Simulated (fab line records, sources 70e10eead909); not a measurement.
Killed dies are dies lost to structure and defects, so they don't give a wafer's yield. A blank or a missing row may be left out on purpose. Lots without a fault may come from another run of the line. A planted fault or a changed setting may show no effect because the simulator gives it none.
Chamber matching | flow nand_harc | NHARC_A_CONTACT_ETCH_110 on rie_diel-11: 4 sister chambers
The step etches the open film in CF4/O2, target depth 50 nm, overetch 5 nm, time 27.5 s. 4 wafers are shown with their chamber, then 12 later ones without.

WAFERS WITH THEIR CHAMBER
wafer  | chamber | showerhead_plenum_p_Torr (Torr)
L084.5 | 0       | 1.40
L088.2 | 1       | 1.41
L088.4 | 2       | 1.26
L088.5 | 3       | 1.35

WAFERS WITHOUT THEIR CHAMBER
wafer  | showerhead_plenum_p_Torr (Torr)
L093.2 | 1.26
L093.3 | 1.41
L093.6 | 1.34
L092.1 | 1.41
L092.4 | 1.34
L092.6 | 1.35
L094.1 | 1.34
L094.3 | 1.26
L094.5 | 1.40
L095.3 | 1.41
L095.5 | 1.26
L095.6 | 1.34

WHICH CHAMBER EACH WENT THROUGH
wafer  | from the rows above     | in truth
L093.2 | 2                       | 2
L093.3 | can't be placed: 1 or 0 | 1
L093.6 | 3                       | 3
L092.1 | can't be placed: 1 or 0 | 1
L092.4 | 3                       | 3
L092.6 | 3                       | 3
L094.1 | 3                       | 3
L094.3 | 2                       | 2
L094.5 | can't be placed: 0 or 1 | 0
L095.3 | can't be placed: 1 or 0 | 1
L095.5 | 2                       | 2
L095.6 | 3                       | 3
Placed correctly: 8 of 12. Can't be placed from these rows: 4 (the true chamber is among the candidates in 4). Placed wrongly: 0.
How it was worked out, from the rows above alone: a wafer's distance from a chamber is the root of the sum, over the readings, of the square of ((its reading less the chamber's mean) divided by the reading's scatter). The wafer belongs to the nearest chamber; if the next one is less than 2 further off, it can't be placed. A chamber's mean is the mean of its shown wafers. The scatter: with one shown wafer a chamber, the root of the mean of the squares of how far each hidden wafer lies from its nearest shown one.
